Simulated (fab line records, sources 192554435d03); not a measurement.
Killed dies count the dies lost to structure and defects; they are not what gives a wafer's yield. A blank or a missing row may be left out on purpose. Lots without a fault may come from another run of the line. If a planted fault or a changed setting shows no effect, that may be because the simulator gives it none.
fab line records + flow n5Finfet
[record]
- lots = 4
- wafers = 12
- lastDay = 17
route steps=1938 shown TV_LITHO@1877 TV_OPEN@1887 PAD_METAL@1893 PASSIVATION@1897
lots untouched by any fault: they come from a run of this same line in which no faults occurred
startH: hours from the record's opening day to when the first of the lot's shown wafers began + waitH: time in hours since the lot's previous step + " as in the row above + L1.1+2: several wafers, shown together as one row + - either no value or no given start + * or withheld: withheld + < > ~ a bound
route shown NAME@n: names a module that has steps shown in the file, with the first one's number in the route + usual: mean and standard deviation over wafers with no fault + same: alike in all rows + chamber/n: place in a boat + sites: readings site by site + _std_site: the values' standard deviation + _edge_site: outer sites' mean less inner sites' + radiusMm: how far each site lies from the wafer's centre + mask NAME#n: copy n + behind: the tool/chamber that last shaped the wafer + hold: the reason the lot was held/the length of the hold in hours/how it ended + device: names the non-switching transistor (n, p or np) + end of line: tests of these same wafers at the route's end + step lacking rows: just its recipe + killed: the dies lost at the first sort to structure and to defects; this is not the yield of the wafer + map: a wafer's dies, x killed, . not, _ none there
set.NAME: the setting the step ran with; set.NAME@STEP: the setting that earlier step ran with + model.NAME: the simulator's own value behind a step, which no gauge read
lots at some steps of the route; a table a step, a row a wafer
services: the hour from which a tool's chamber was out of use, counted from the record's first day as startH (under 0 if before that day), plus the number of hours and why
[[steps]]
[step N5_PASSIVATION_EBR_06]
[recipe]
- solvent = PGMEA
- ebrWidthMm = 1.5
[step N5_PASSIVATION_SOFTBAKE_05]
[recipe]
- tempC = 100
- timeS = 90
[step N5_PASSIVATION_EXPOSE_07]
[recipe]
- maskId = TV
- na = 0.55
- sourceShape = conventional
- sigmaOuter = 0.8
- polarization = unpolarized
- defocusNm = 0
- targetCdNm = 3000
- doseMj = 22.75
[step N5_PASSIVATION_PEB_08]
[recipe]
- pebTempC = withheld
- pebTimeS = *
[step N5_PASSIVATION_DEVELOP_09]
[recipe]
- developTimeS = 60
- rinseLiquid = diw
- dry = airSpin
- devTempC = 21
[step N5_PASSIVATION_HARDBAKE_11]
[recipe]
- tempC = 130
- timeS = 120
[step N5_PASSIVATION_DESCUM_12]
[recipe]
- chemistry = O2
- timeS = 7.9
- sourcePowerW = 50
- biasPowerW = 20
- pressureMtorr = 20
- rfFrequencyHz = 2.712e+07
- tempC = 40
- o2FlowSccm = 225
[step N5_PASSIVATION_PASS_ETCH_74]
[recipe]
- chemistry = CF4/O2
- target = SiNx
- targetDepthA = 2200
- timeS = 110
- ionEnergyEv = 100
- pressureMtorr = 40
- sourceW = 535
- biasW = 49
- Ar_flow_sccm = 100
- cf4FlowSccm = 100
- O2_flow_sccm = 10
[step N5_PASSIVATION_VIA_ETCH_13]
[recipe]
- chemistry = CHF3/O2
- target = SiO2
- targetDepthA = 6600
- CHF3_flow_sccm = 50
- O2_flow_sccm = 5
- Ar_flow_sccm = 200
- timeS = 330
- maskMaterial = PR
- pressureMtorr = 30
- sourceW = 650
- biasW = 170
- ionEnergyEv = 200
- ends = cleared
[step N5_PASSIVATION_STRIP_14]
[recipe]
- chemistry = O2
- powerW = 600
- tempC = 60
- pressureMtorr = 30
- rfFrequencyHz = 6e+07
- biasPowerW = 0
- overashFraction = 0.5
- o2FlowSccm = 225
[usual]
- drypumpMotorCurrentA = 5.7/0.53
- o2FlowSccm = 224.9/0.71
- oesProductAu = 0.79/0.077
- rfVppV = 3.6/0.93
- showerheadPlenumPTorr = 2.08/0.063
- throttleValvePct = 16.58/0.19
[same]
- overashFraction = 0.5
| lot.wafer | tool       | chamber | startH | waitH | drypumpMotorCurrentA | o2FlowSccm | oesProductAu | rfHoursCounterH | rfVppV | showerheadPlenumPTorr | throttleValvePct |
|-----------|------------|---------|--------|-------|----------------------|------------|--------------|-----------------|--------|-----------------------|------------------|
| L177.1    | rieDiel-05 | 1       | 376.37 | 0.1   | 5.9                  | 224.9      | 0.71         | 207             | 4.3    | 2.08                  | 16.56            |
| L177.2    | "          | 3       | "      | "     | 5.8                  | 224.3      | 0.71         | 202             | 3.7    | 2.18                  | 16.52            |
| L177.3    | "          | 0       | "      | "     | 5.0                  | 224.7      | 0.73         | 211             | 3.2    | 2.16                  | 16.62            |
| L178.2    | rieDiel-05 | 0       | 391.14 | 0.1   | 5.0                  | 225.0      | 0.73         | 215             | 2.4    | 2.16                  | 16.63            |
| L178.3    | "          | 1       | "      | "     | 5.9                  | 224.2      | 0.70         | 211             | 3.5    | 2.08                  | 16.56            |
| L178.5    | "          | 3       | "      | "     | 5.8                  | 225.2      | 0.71         | -               | 5.5    | 2.18                  | 16.57            |
| L182.1    | rieDiel-02 | 1       | 406.50 | 0.1   | 6.4                  | 223.8      | 0.80         | 99              | 4.3    | 2.22                  | 16.69            |
| L182.3    | "          | 2       | "      | "     | 6.1                  | 224.3      | 0.74         | 136             | 4.0    | 2.11                  | 16.84            |
| L182.6    | "          | 0       | "      | "     | 5.8                  | 225.0      | 0.75         | -               | 4.6    | 2.10                  | 16.41            |
| L183.1    | rieDiel-05 | 0       | 406.81 | 0.1   | 5.0                  | 225.8      | 0.73         | 219             | 4.5    | 2.16                  | 16.64            |
| L183.5    | "          | 2       | "      | "     | 5.3                  | 224.6      | 0.82         | -               | 2.8    | 2.03                  | 16.54            |
| L183.6    | "          | 1       | "      | "     | 6.0                  | 224.1      | 0.70         | -               | 5.7    | 2.08                  | 16.55            |
[step N5_PASSIVATION_ETCH_15]
[recipe]
- chemistry = CF4/N2
- target = SiCN
- targetDepthA = 750
- taperDeg = 2
- timeS = 81.2
- ionEnergyEv = 150
- maskMaterial = SiNx
- pressureMtorr = 40
- sourceW = 430
- biasW = 70
- Ar_flow_sccm = 100
- cf4FlowSccm = 60
- n2FlowSccm = 60
[step N5_PASSIVATION_STRIP_73]
[recipe]
- chemistry = postEtchResidueRemover
- timeS = 60
- tempC = 25
- removerPh = withheld
- removerWaterWtPct = withheld
- removerFluorideWtPct = withheld
[step N5_PASSIVATION_SRD_17]
[recipe]
- timeS = 30
- tempC = 23
- rinseLiquid = diw
- dry = n2Spin
- spinRpm = 1500
- dryTimeS = 30
[step N5_PASSIVATION_DEGAS_18]
[recipe]
- ambient = vacuum
- tempC = 300
- timeS = 60
[step N5_PASSIVATION_PRE_CLEAN_19]
[recipe]
- gas = H2/He
- timeS = *
- tempC = *
[step N5_PASSIVATION_SPUTTER_20]
[recipe]
- material = TaN
- targetThkA = 500
- tempC = 25
- chamberPressurePa = 0.4
[step N5_PASSIVATION_AL_DEP_21]
[recipe]
- material = Al
- targetThkA = 28000
- tempC = 400
- timeS = 170
- powerW = 30000
- chamberPressurePa = 0.4
- gas = Ar
[step N5_PASSIVATION_HMDS_23]
[recipe]
- timeS = 60
- tempC = 120
[step N5_PASSIVATION_COAT_24]
[recipe]
- spinRpm = 3000
- resistThkNm = withheld
[step N5_PASSIVATION_EBR_26]
[recipe]
- solvent = PGMEA
- ebrWidthMm = 1.5
[step N5_PASSIVATION_SOFTBAKE_25]
[recipe]
- tempC = 100
- timeS = 90
[step N5_PASSIVATION_EXPOSE_27]
[recipe]
- maskId = PAD
- na = 0.55
- sourceShape = conventional
- sigmaOuter = 0.8
- polarization = unpolarized
- defocusNm = 0
- doseMj = 32.3
[step N5_PASSIVATION_PEB_28]
[recipe]
- pebTempC = withheld
- pebTimeS = *
[step N5_PASSIVATION_DEVELOP_29]
[recipe]
- developTimeS = 60
- rinseLiquid = diw
- dry = airSpin
- devTempC = 21
[step N5_PASSIVATION_HARDBAKE_31]
[recipe]
- tempC = 130
- timeS = 120
[step N5_PASSIVATION_DESCUM_32]
[recipe]
- chemistry = O2
- timeS = 7.9
- sourcePowerW = 50
- biasPowerW = 20
- pressureMtorr = 20
- rfFrequencyHz = 2.712e+07
- tempC = 40
- o2FlowSccm = 225
[step N5_PASSIVATION_AL_ETCH_33]
[recipe]
- chemistry = Cl2/BCl3
- targetDepthA = 28000
- overEtchFrac = 0.15
- Cl2_flow_sccm = 180
- bcl3FlowSccm = 60
- target = Al
- stopOn = TaN
- timeS = 466.7
- ionEnergyEv = 100
- pressureMtorr = 10
- icpW = 900
- biasW = 100
[step N5_PASSIVATION_ETCH_59]
[recipe]
- chemistry = Cl2/BCl3
- target = TaN
- targetDepthA = 650
- timeS = 34.9
- ionEnergyEv = 100
- pressureMtorr = 10
- icpW = 900
- biasW = 100
- Cl2_flow_sccm = 60
- bcl3FlowSccm = 30
[step N5_PASSIVATION_STRIP_34]
[recipe]
- chemistry = O2
- powerW = 600
- tempC = 60
- pressureMtorr = 30
- rfFrequencyHz = 6e+07
- biasPowerW = 0
- overashFraction = 2
- o2FlowSccm = 225
[step N5_PASSIVATION_STRIP_51]
[recipe]
- chemistry = postEtchResidueRemover
- timeS = 1200
- tempC = 72.5
[step N5_PASSIVATION_CLEAN_69]
[recipe]
- chemistry = IPA
- timeS = 180
- tempC = 25
[step N5_PASSIVATION_SRD_70]
[recipe]
- dry = ipaMarangoni
- timeS = 30
- tempC = 23
- rinseLiquid = diw
[step N5_PASSIVATION_PECVD_53]
[recipe]
- material = SiO2
- targetThkA = 8000
- tempC = 400
- precursor = TEOS/O2
- pressureTorr = 6.5
- rfW = withheld
- teosFlowSccm = withheld
- gas = O2
- flowSccm = 2650
- timeS = 169.4
[step N5_PASSIVATION_PECVD_35]
[recipe]
- material = SiNx
- targetThkA = 7000
- tempC = 400
- precursor = SiH4/NH3/N2
- pressureTorr = 4.9
- rfW = 1406
- timeS = 151.3
[step N5_PASSIVATION_HMDS_37]
[recipe]
- timeS = 60
- tempC = 120
[step N5_PASSIVATION_COAT_38]
[recipe]
- spinRpm = 3000
- resistThkNm = withheld
[step N5_PASSIVATION_PROBE_49]
[usual]
- defectLimitedYield = 91.1/1.5
- killed_at_M0_to_M3 = 36/11
- killed_at_M4_up = 14/5.6
- killedAtContacts = 11/5.6
- killedAtFrontEnd = 40/12
- killedAtOther = 4/3.2
- killedDies = 105/17
- killedOpen = 69/12
- killedShort = 34/8.4
- sort_bin_5_function = 5.2/0.95
- sort_bin_6_memory = 3.3/0.63
- sortNPass = 1075/17
- sortYieldPct = 91.1/1.5
[same]
- grossDies = 1180
- killedAtBackSide = 0
- sort_bin_4_leakage[%] = 0
- sort_bin_8_speed[%] = 0
| lot.wafer | tool      | chamber | startH | waitH | defectLimitedYield[%] | killed_at_M0_to_M3 | killed_at_M4_up | killedAtContacts | killedAtFrontEnd | killedAtOther | killedDies | killedOpen | killedShort | sort_bin_5_function[%] | sort_bin_6_memory[%] | sortNPass | sortYieldPct[%] |
|-----------|-----------|---------|--------|-------|-----------------------|--------------------|-----------------|------------------|------------------|---------------|------------|------------|-------------|------------------------|----------------------|-----------|-----------------|
| L178.2    | prober-02 | -       | 397.64 | 0.1   | 82.6                  | 33                 | 7               | 8                | 35               | 122           | 205        | 55         | 42          | 10.8                   | 4.4                  | 975       | 82.6            |
| L178.3    | prober-02 | -       | 397.69 | 0.1   | 81.6                  | 28                 | 12              | 5                | 56               | 116           | 217        | 62         | 40          | 11.9                   | 4.2                  | 963       | 81.6            |
| L178.5    | prober-02 | -       | 397.79 | 0.2   | 85.0                  | 21                 | 22              | 6                | 45               | 83            | 177        | 64         | 31          | 9.7                    | 3.5                  | 1003      | 85.0            |
| L183.1    | prober-02 | -       | 413.11 | 0.0   | 81.4                  | 51                 | 7               | 19               | 34               | 109           | 220        | 72         | 47          | 11.7                   | 4.5                  | 960       | 81.4            |
| L183.5    | prober-02 | -       | 413.31 | 0.2   | 83.4                  | 26                 | 13              | 10               | 43               | 104           | 196        | 62         | 26          | 10.7                   | 4.2                  | 984       | 83.4            |
| L183.6    | prober-02 | -       | 413.36 | 0.3   | 82.0                  | 38                 | 14              | 10               | 33               | 117           | 212        | 64         | 32          | 11.4                   | 4.6                  | 968       | 82.0            |
// killed by level:class
L178.2 TV_OPEN:unspecified=107 BEOL_M0_SAQP:geometricParticle:short=15 FIN_SAQP:geometricParticle:open=10 MOL_CONTACT_COAG:geometricParticle:open=7 BEOL_M0_SAQP:geometricParticle:open=7 FIN_SAQP:geometricParticle:short=6 STI_FIN_REVEAL:geometricParticle:open=6 MIM_TOP_ETCH:geometricParticle:short=6
L178.3 TV_OPEN:unspecified=114 FIN_SAQP:geometricParticle:open=21 FIN_SAQP:geometricParticle:short=9 GATE_CUT:geometricParticle:short=5 DUMMY_GATE:geometricParticle:open=5 MOL_CONTACT_COAG:geometricParticle:open=5 BEOL_M0:geometricParticle:open=4 BEOL_M0:geometricParticle:short=4
L178.5 TV_OPEN:unspecified=82 FIN_SAQP:geometricParticle:open=14 FIN_SAQP:geometricParticle:short=11 STI_FIN_REVEAL:geometricParticle:open=10 BEOL_M0_SAQP:geometricParticle:open=6 BEOL_M0_SAQP:geometricParticle:short=5 BEOL_M4:geometricParticle:open=5 BEOL_M5:geometricParticle:open=5
L183.1 TV_OPEN:unspecified=101 BEOL_M0_SAQP:geometricParticle:short=12 MOL_CONTACT_COAG:geometricParticle:open=12 FIN_SAQP:geometricParticle:open=9 BEOL_M2:geometricParticle:open=8 BEOL_M1:geometricParticle:open=8 DUMMY_GATE:geometricParticle:open=7 MOL_CONTACT_COAG:geometricParticle:short=7
L183.5 TV_OPEN:unspecified=104 FIN_SAQP:geometricParticle:open=13 MOL_CONTACT_COAG:geometricParticle:open=10 BEOL_M0_SAQP:geometricParticle:open=7 FIN_SAQP:geometricParticle:short=6 BEOL_M2:geometricParticle:open=6 BEOL_M0_SAQP:geometricParticle:short=5 BEOL_M1:geometricParticle:open=5
L183.6 TV_OPEN:unspecified=116 BEOL_M1:geometricParticle:open=15 FIN_SAQP:geometricParticle:open=8 BEOL_M2:geometricParticle:open=7 DUMMY_GATE:geometricParticle:open=6 MOL_CONTACT_COAG:geometricParticle:open=6 STI_FIN_REVEAL:geometricParticle:open=5 BEOL_M5:geometricParticle:open=5
// map L178.3 (x killed, . not)
_________________..x.........________________
______________...............x.._____________
___________.........x....x.........__________
__________.x..x....................._________
________x.....x........x.x............_______
_______...x...x..x...............xx...x______
______....x.x...x..x.....x........x..xx._____
_____...xxxx.xx..x...........x..........x____
____..x.xxxxxxxx..............x...........___
___..xxxxxxx.xxxxx........................x__
___x.xxxxxxxxxxxxxx......x....x.xx.........__
__.xxx.xxxxxxxxx.x.xx......................._
__...xxxxxxxxxxxx............xxx...........x_
_...xx.xxxxxxxxxxxx......................xx..
_....xxxxxxxxxxxxxx....x...............x....x
_.x....xxxxxxxxxxx..................x.x.x....
_.xx...xxxxxxx.xx..................x.........
_.......x.x.x....................x...........
_...........x........x......x.............x..
_..............x..........x........xx......x.
_............x...x..............x..x.....x...
__..........x.......x...........x..........._
__...........x........x.x.......x.....x....._
___xx.x...........x.........x.....x........__
___................................x.......__
____x......x..............................___
_____.x................x.................____
______......x.....x.......x.....x......._____
_______..........x.x..x................______
________..............x..............._______
__________......x.....x............._________
___________........x.....x.........__________
______________............x....._____________
_________________.........x..________________
// map L183.1 (x killed, . not)
_________________x...........________________
______________.................._____________
___________.....x..........x.......__________
__________.......................xx._________
________...........xx..........xx...x._______
_______...........x...x........x.x.....______
______....x...........................x._____
_____...........x..x....x................____
____.......x.....x.x...x...x.x.........x..___
___...........xx..x...............x..x.....__
___........xx...x....x....x..x...x.........__
__...........................x...........xx._
__..........................xx.xx..xx..xx.xx_
_...................xx.....x..x....xxxxxxxx..
_.........................x...x...x.xxxxxxxxx
_....x....x.............x..........xxxxxxxxx.
_.....x.x....................x...xxxxxxxxxxxx
_..........................x..x...xxxxxxxxxxx
_.....................x...........xxxxxxxxxxx
_x......................x........xxxxxxxxxxx.
_....x..x.............x..x..........xxxxxxx.x
__..x..x.x...x..x..x.x..x..x........xxxxxxxx_
__x..x...x.x....x.x..x.......x.........xx.xx_
___.....x..........x................x..x.xx__
___....x.....................x.............__
____.........xx........x.............x..x.___
_____........x......x...x........x.......____
______..............x..x..........x....._____
_______x.....x..x..............x.......______
________x.........xx.......x.........._______
__________x...x....................._________
___________....x.......x.......xx..__________
______________........x.x..x.x.._____________
_________________.x..........________________
[[services]]
| tool       | chamber | startH | hours | kind   |
|------------|---------|--------|-------|--------|
| rieDiel-02 | 2       | 401.27 | 1.5   | repair |
[[key]]
[firstSign]
- step = N5_PASSIVATION_PROBE_49
- reading = killedAtOther
- direction = up
- sigmas = 33
- usual = 4
- struck = 108
[effect]
- step = N5_PASSIVATION_PROBE_49
- reading = defectLimitedYield
- direction = down
- sigmas = 5.8
- usual = 91.1
- struck = 82.7
[moreKillsBornAt]
- N5_PASSIVATION_STRIP_14@rieDiel-05 = 624
metAt N5_PASSIVATION_STRIP_14
struckWafers L178.2,L178.3,L178.5,L183.1,L183.5,L183.6
onsetBetween 376.37 391.14
[fault]
- kind = chamberParticleSource
- tool = rieDiel-05
- chamber = -
- onsetH = 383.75
- steps = N5_PASSIVATION_STRIP_14
- ratePerVisitCm2 = 0.64486
- endH = 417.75
